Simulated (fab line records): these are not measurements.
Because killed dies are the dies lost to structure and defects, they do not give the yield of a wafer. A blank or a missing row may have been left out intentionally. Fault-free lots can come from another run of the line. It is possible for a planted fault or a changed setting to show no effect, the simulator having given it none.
The tool behind it: which one? | flow n5-finfet | 9 lots with 27 wafers sampled at 3 steps, on a route of 1938 steps

WHAT THE GAUGES READ, wafer by wafer
N5_WELL_APT_CD_MEAS_08: target cd 200 nm.
lot  | measured    | on        | cd-nm (nm)
L596 | day 1 19:43 | cd-sem-01 | 202.2 201.8 201.6
L597 | day 2 01:50 | cd-sem-02 | 199.4 203.9 199.7
L605 | day 4 01:36 | cd-sem-02 | 192.3 192.8 192.4
L606 | day 4 07:52 | cd-sem-02 | 193.2 192.1 193.0
L607 | day 4 13:49 | cd-sem-01 | 197.5 200.7 201.4
L608 | day 4 19:34 | cd-sem-01 | 201.3 202.6 201.2
L610 | day 5 07:55 | cd-sem-02 | 200.9 198.5 197.8
L615 | day 6 13:51 | cd-sem-02 | 200.0 203.4 197.6
L616 | day 6 19:47 | cd-sem-01 | 201.4 201.2 201.3

EACH LOT AND THE TOOL THAT RAN IT (in order: tool; ch and the chambers of the sampled wafers; start)
lot  | N5_ZERO_LAYER_DESCUM_16           | N5_WELL_APT_EXPOSE_05
L596 | rie-diel-06 ch 1,2, day 1 18:43   | krf-scanner-02 ch 0, day 1 19:33
L597 | rie-diel-04 ch 1,2,3, day 2 00:50 | krf-scanner-01 ch 0, day 2 01:40
L605 | rie-diel-02 ch 0,3, day 4 00:41   | krf-scanner-02 ch 0, day 4 01:26
L606 | rie-diel-02 ch 0,3, day 4 06:58   | krf-scanner-02 ch 0, day 4 07:41
L607 | rie-diel-04 ch 0,1,2, day 4 12:49 | krf-scanner-01 ch 0, day 4 13:38
L608 | rie-diel-04 ch 0,1,3, day 4 18:41 | krf-scanner-01 ch 0, day 4 19:23
L610 | rie-diel-04 ch 2,3, day 5 06:55   | krf-scanner-01 ch 0, day 5 07:45
L615 | rie-diel-06 ch 1,2,3, day 6 12:51 | krf-scanner-01 ch 0, day 6 13:41
L616 | rie-diel-04 ch 0,1,3, day 6 18:55 | krf-scanner-01 ch 0, day 6 19:37
- N5_ZERO_LAYER_DESCUM_16: chemistry O2, time 7.9 s.
- N5_WELL_APT_EXPOSE_05: exposes mask NWELL, defocus 0 nm, target cd 200 nm.

THE ANSWER, worked out from the rows above alone
Rule: the usual values come from the lots themselves. The widest of any qualifying gaps counts: lots, ordered by their means at a reading, are off when they make up no more than a third of the lots, leave a main group of 4 or more, and stand apart from it by 3 or more times the standard deviation of that group's means. If all means in a main group match to the digits the tables above print for the reading, that group is not used. A lot without any number at a reading at which 4 lots or more have one is off too. Where the step has rows for the other lots, those lots are counted as sound.
Off, at N5_WELL_APT_CD_MEAS_08 on cd-nm: L605, L606. Main group: mean 200.7 nm, sd 0.95.
If a tool, at a process step before that reading, ran all the lots that are off and no sound lot after the first of them, it fits. Gauges at N5_WELL_APT_CD_MEAS_08: tried the same way as those tools. 2 tools fit, rie-diel-02 at N5_ZERO_LAYER_DESCUM_16 and krf-scanner-02 at N5_WELL_APT_EXPOSE_05, so this cannot tell which one it is.

WHAT WAS PUT IN BY THE SIMULATOR
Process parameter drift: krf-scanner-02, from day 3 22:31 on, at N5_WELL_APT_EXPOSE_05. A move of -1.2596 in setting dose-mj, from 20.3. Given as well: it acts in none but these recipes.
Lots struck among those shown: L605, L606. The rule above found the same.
